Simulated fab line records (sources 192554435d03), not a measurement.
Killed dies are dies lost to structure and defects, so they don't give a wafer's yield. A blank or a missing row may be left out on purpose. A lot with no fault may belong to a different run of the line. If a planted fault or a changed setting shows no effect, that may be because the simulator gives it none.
What tool caused it? / flow n5_finfet / Sampling: 6 lots, 17 wafers, 4 of 1938 route steps

## WHAT EACH GAUGE READ, for each wafer
N5_BEOL_M10_THK_MEAS_01.
lot=L236; measured=day 10 08:21; on=film_metro-02; M10_ILD_THK (nm)=265 272 272
lot=L239; measured=day 11 03:35; on=film_metro-02; M10_ILD_THK (nm)=262 264 271
lot=L241; measured=day 11 06:56; on=film_metro-01; M10_ILD_THK (nm)=266 264 270
lot=L245; measured=day 12 03:20; on=film_metro-01; M10_ILD_THK (nm)=258 267
lot=L253; measured=day 14 12:10; on=film_metro-02; M10_ILD_THK (nm)=269 272 270
lot=L259; measured=day 15 22:33; on=film_metro-02; M10_ILD_THK (nm)=266 270 273

## WHICH TOOL RAN EACH LOT (tool, then ch and the chambers of the sampled wafers, then the start)
lot=L236; N5_BEOL_M9_ETCH_66=rie_diel-03 ch 1,2,3, day 10 04:20; N5_BEOL_M9_CVD_78=cvd_co-02 ch 0,1, day 10 05:50; N5_BEOL_M9_SPUTTER_48=pvd_sputter-03, day 10 06:01
lot=L239; N5_BEOL_M9_ETCH_66=rie_diel-06 ch 0,1,2, day 10 23:25; N5_BEOL_M9_CVD_78=cvd_co-02 ch 0,1, day 11 00:55; N5_BEOL_M9_SPUTTER_48=pvd_sputter-02, day 11 01:05
lot=L241; N5_BEOL_M9_ETCH_66=rie_diel-02 ch 0,1,2, day 11 01:50; N5_BEOL_M9_CVD_78=cvd_co-01 ch 0,1, day 11 03:52; N5_BEOL_M9_SPUTTER_48=pvd_sputter-03, day 11 04:05
lot=L245; N5_BEOL_M9_ETCH_66=rie_diel-06 ch 1,2, day 11 22:55; N5_BEOL_M9_CVD_78=cvd_co-02 ch 1,2, day 12 01:02; N5_BEOL_M9_SPUTTER_48=pvd_sputter-01, day 12 01:13
lot=L253; N5_BEOL_M9_ETCH_66=rie_diel-02 ch 1,2,3, day 14 08:24; N5_BEOL_M9_CVD_78=cvd_co-01 ch 0,1, day 14 10:23; N5_BEOL_M9_SPUTTER_48=pvd_sputter-03, day 14 10:33
lot=L259; N5_BEOL_M9_ETCH_66=rie_diel-02 ch 0,1, day 15 17:14; N5_BEOL_M9_CVD_78=cvd_co-02 ch 0,1, day 15 20:49; N5_BEOL_M9_SPUTTER_48=pvd_sputter-02, day 15 20:55
- N5_BEOL_M9_ETCH_66: etches SOC in N2/H2, target depth 80 nm, overetch 16 nm, time 120 s.
- N5_BEOL_M9_CVD_78: deposits Co from CCTBA/H2, target thk 2 nm, time 138.9 s.
- N5_BEOL_M9_SPUTTER_48: material Cu, target thk 12 nm, time 2 s.

## THE ANSWER, worked out from the rows above alone
Rule: the lots themselves supply what counts as usual. Put in order of their means at a reading, lots are off if they are a third of the lots or fewer, leave a main group of 4 or more, and stand apart from it by a gap of 3 or more times the standard deviation of the main group's means; of several such gaps the widest counts. Not used: any main group whose means are identical at the precision the tables above print for the reading. A lot without any number at a reading at which 4 lots or more have one is off too. Where the step has rows for the other lots, those lots are counted as sound.
No lot is off at any reading shown: from this, nothing can be told.

## WHAT THE SIMULATOR HAD PUT IN
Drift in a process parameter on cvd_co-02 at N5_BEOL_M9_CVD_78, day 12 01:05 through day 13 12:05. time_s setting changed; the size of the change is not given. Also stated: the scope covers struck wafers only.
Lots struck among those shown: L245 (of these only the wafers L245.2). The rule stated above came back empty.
